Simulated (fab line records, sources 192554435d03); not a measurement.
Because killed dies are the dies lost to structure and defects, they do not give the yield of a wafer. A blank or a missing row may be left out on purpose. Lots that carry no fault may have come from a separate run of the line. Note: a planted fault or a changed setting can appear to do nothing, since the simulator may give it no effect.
Matching of chambers | flow n5Finfet | 3 sister chambers for N5_BEOL_M0_SAQP_PECVD_96 on pecvd-03
The step deposits a-Si from SiH4/He, target thk 45 nm, time 45.2 s. 6 wafers are shown with their chamber, then 7 later ones without.

== WAFERS PAIRED WITH THEIR CHAMBERS ==
wafer  | chamber | heaterPowerOuterW (W) | throttleValvePct (%)
L472.1 | 0       | 323                   | 18.6
L473.1 | 1       | 467                   | 17.6
L475.5 | 0       | 354                   | 18.9
L475.6 | 2       | 341                   | 17.7
L479.2 | 1       | 484                   | 17.7
L479.5 | 2       | 350                   | 17.8

== WAFERS MISSING THEIR CHAMBER ==
wafer  | heaterPowerOuterW (W) | throttleValvePct (%)
L479.6 | 344                   | 18.4
L480.3 | 442                   | 17.8
L480.5 | 392                   | 17.8
L480.6 | 361                   | 18.6
L484.1 | 303                   | 18.9
L484.2 | 443                   | 17.9
L484.4 | 434                   | 17.6

== WHICH CHAMBER EACH ONE RAN IN ==
wafer  | from the rows above | in truth
L479.6 | 0                   | 0
L480.3 | 1                   | 1
L480.5 | 2                   | 2
L480.6 | 0                   | 0
L484.1 | 0                   | 0
L484.2 | 1                   | 1
L484.4 | 1                   | 1
Placed correctly: 7 of 7. Not placeable from these rows: 0. Number placed wrongly: 0.
How it was worked out, from the rows above alone: a wafer's distance from a chamber is the root of the sum, over the readings, of the square of ((its reading less the chamber's mean) divided by the reading's scatter). The wafer belongs to the nearest chamber; if the next one is less than 2 further off, it can't be placed. Each chamber's mean is taken over the wafers shown for it. How the scatter is found: for the shown wafers, subtract from each reading the mean of its chamber, square and add these, divide the total by (wafers less chambers), then take the root.
